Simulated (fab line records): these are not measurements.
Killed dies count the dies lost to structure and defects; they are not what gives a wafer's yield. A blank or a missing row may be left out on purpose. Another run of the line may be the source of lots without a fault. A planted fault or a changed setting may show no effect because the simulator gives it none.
A lot that was struck, set against a sound lot || flow n5-finfet || 14 out of 1938 route steps
Sound: wafers L116.1, L116.4, L116.6. Struck: wafers L113.1, L113.2, L113.4. The cause is given at the end.
Per side, at each step with rows, come the tool, then ch with its chambers, and then its first start. Under that, the readings that differ: sound wafers || struck wafers || difference of the means || sigmas: that difference in standard deviations of wafers without a fault.
alike: readings whose means differ by less than 2 such deviations, and words and numbers that are the same on both sides. not compared: withheld readings, readings that some wafer has no value for, bounds like >300 that may hide the same value, and numbers for which the record gives no deviation and whose values overlap.
The two part at a step that has a row with sigmas, a row that says differs or no value, or rows on one side only. Numbers that have no deviation but don't overlap get no sigmas and don't part them. Lack of a reading on every wafer of one side parts them only where that side has two or more wafers.

first, 1 step without rows for these wafers: N5_BEOL_M12_HARDBAKE_14 (time 120 s).
N5_BEOL_M12_CD_MEAS_10: the cd target is 140 nm.
  sound on cd-sem-01 ch 0, day 12 21:46; struck on cd-sem-02 ch 0, day 11 14:24
  alike: cd-nm
N5_BEOL_M12_OVL_MEAS_11:
  sound on overlay-01 ch 0, day 12 21:48; struck on overlay-02 ch 0, day 11 14:26
  alike: V11_OVL
N5_BEOL_M12_INSPECT_12: inspects for defects (macro).
  struck on defect-inspect-01, day 11 14:27; sound on defect-inspect-01, day 12 21:50
  alike: raw-defect-count
N5_BEOL_M12_DESCUM_15: chemistry O2, time 7.9 s.
  sound on rie-diel-02 ch 0,2,3, day 12 21:52; struck on rie-diel-01 ch 0,1,3, day 11 14:29
  alike: bias-power-w, drypump-motor-current-A, oes-product-au, rf-vpp-V, showerhead-plenum-p-Torr, throttle-valve-pct
  not compared: rf-hours-counter-h
N5_BEOL_M12_ETCH_59: etches BARC in N2/H2, target depth 89 nm, overetch 26.7 nm, time 67.9 s.
  sound on rie-diel-02 ch 0,2,3, day 12 21:54; struck on rie-diel-01 ch 0,1,3, day 11 14:31
  alike: drypump-motor-current-A, oes-product-au, rf-vpp-V, showerhead-plenum-p-Torr, throttle-valve-pct
  not compared: rf-hours-counter-h
N5_BEOL_M12_VIA_ETCH_16: etches SiOC in C4F8/O2/Ar, target depth 724.8 nm.
  sound on rie-diel-02 ch 0,2,3, day 12 21:57; struck on rie-diel-01 ch 0,1,3, day 11 14:35
  alike: drypump-motor-current-A, mfc-ar-sccm, oes-product-au, rf-vpp-V, showerhead-plenum-p-Torr, throttle-valve-pct
N5_BEOL_M12_STRIP_63: strips in N2/H2.
  sound on plasma-asher-02 ch 0,1, day 12 22:09; struck on plasma-asher-02 ch 0,1, day 11 14:47
{"reading": "oes-product-au (a.u.)", "sound": "0.689 0.688 0.685", "struck": "0.696 0.696 0.701", "difference": "+0.010", "sigmas": "+2"}
  alike: drypump-motor-current-A, heater-power-w, strip-time-to-endpoint-s
  not compared: rf-hours-counter-h
N5_BEOL_M12_STRIP_64: strips in N2/H2.
  sound on plasma-asher-02 ch 0,1, day 12 22:13; struck on plasma-asher-02 ch 0,1, day 11 14:50
  alike: drypump-motor-current-A, heater-power-w, oes-product-au, strip-time-to-endpoint-s
  not compared: rf-hours-counter-h
then, 2 steps without rows for these wafers: N5_BEOL_M12_STRIP_71 (strips in post etch residue remover, time 60 s); N5_BEOL_M12_SRD_72 (time 30 s, dry time 30 s).
N5_BEOL_M12_CD_MEAS_17: the cd target is 140 nm.
  struck on cd-sem-03, day 11 14:59; sound on cd-sem-01, day 12 22:22
  alike: cd-nm
N5_BEOL_M12_COAT_65: time 60 s, resist thk 300 nm.
  sound on litho-track-03 ch 0, day 12 22:23; struck on litho-track-01 ch 0, day 11 15:01
{"reading": "spin-speed-rpm (rpm)", "sound": "1500.3 1500.1 1500.5", "struck": "1266.8 1266.9 1267.4", "difference": -233.3, "sigmas": "-99 or more"}
{"reading": "model.SOC_of_BEOL_M12_COAT_65.thk-nm (nm)", "sound": "301.6 302.4 301.8", "struck": "327.2 326.4 327.8", "difference": "+25.2", "sigmas": ""}
  alike: resist-line-temp-C
then, 1 step without rows for these wafers: N5_BEOL_M12_COAT_66 (time 60 s, resist thk 110 nm).

WHERE THEY PART
First at N5_BEOL_M12_STRIP_63; last, within this record, at N5_BEOL_M12_COAT_65.

WHY: the cause the simulator had injected
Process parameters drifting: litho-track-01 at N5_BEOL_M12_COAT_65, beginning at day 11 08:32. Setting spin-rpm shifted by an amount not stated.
